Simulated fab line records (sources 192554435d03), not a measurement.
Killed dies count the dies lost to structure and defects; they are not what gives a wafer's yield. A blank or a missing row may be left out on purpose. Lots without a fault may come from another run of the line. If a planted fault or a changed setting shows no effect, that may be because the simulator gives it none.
Chamber matching ; flow n5Finfet ; rieDiel-01 running N5_FIN_SAQP_ETCH_69: 4 sister chambers
The step etches SOC in N2/H2, stops on SiNx, target depth 150 nm. 4 wafers are shown with their chamber, then 7 later ones without.

== WAFERS WITH THEIR CHAMBER ==
wafer;chamber;showerheadPlenumPTorr (Torr)
L080.4;0;2.55
L083.2;3;2.47
L085.2;1;2.46
L085.3;2;2.61

== WAFERS WITH NO CHAMBER GIVEN ==
wafer;showerheadPlenumPTorr (Torr)
L085.6;2.47
L089.1;2.45
L089.3;2.60
L089.4;2.47
L090.2;2.47
L090.5;2.54
L090.6;2.45

== WHICH CHAMBER EACH ONE RAN IN ==
wafer;from the rows above;in truth
L085.6;can't be placed: 3 or 1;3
L089.1;can't be placed: 1 or 3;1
L089.3;2;2
L089.4;can't be placed: 3 or 1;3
L090.2;can't be placed: 3 or 1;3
L090.5;0;0
L090.6;can't be placed: 1 or 3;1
Correct placement for 2 of the 7. These rows do not allow placing 5 (true chamber among the candidates in 5). Number placed wrongly: 0.
How it was worked out, from the rows above alone: a wafer's distance from a chamber is the root of the sum, over the readings, of the square of ((its reading less the chamber's mean) divided by the reading's scatter). If the next closest chamber is less than 2 further off than the closest, the wafer can't be placed; otherwise it belongs to the closest. A chamber's mean is the mean of its shown wafers. The scatter: root of mean squared gap, hidden wafer to nearest shown wafer, with one shown wafer a chamber.
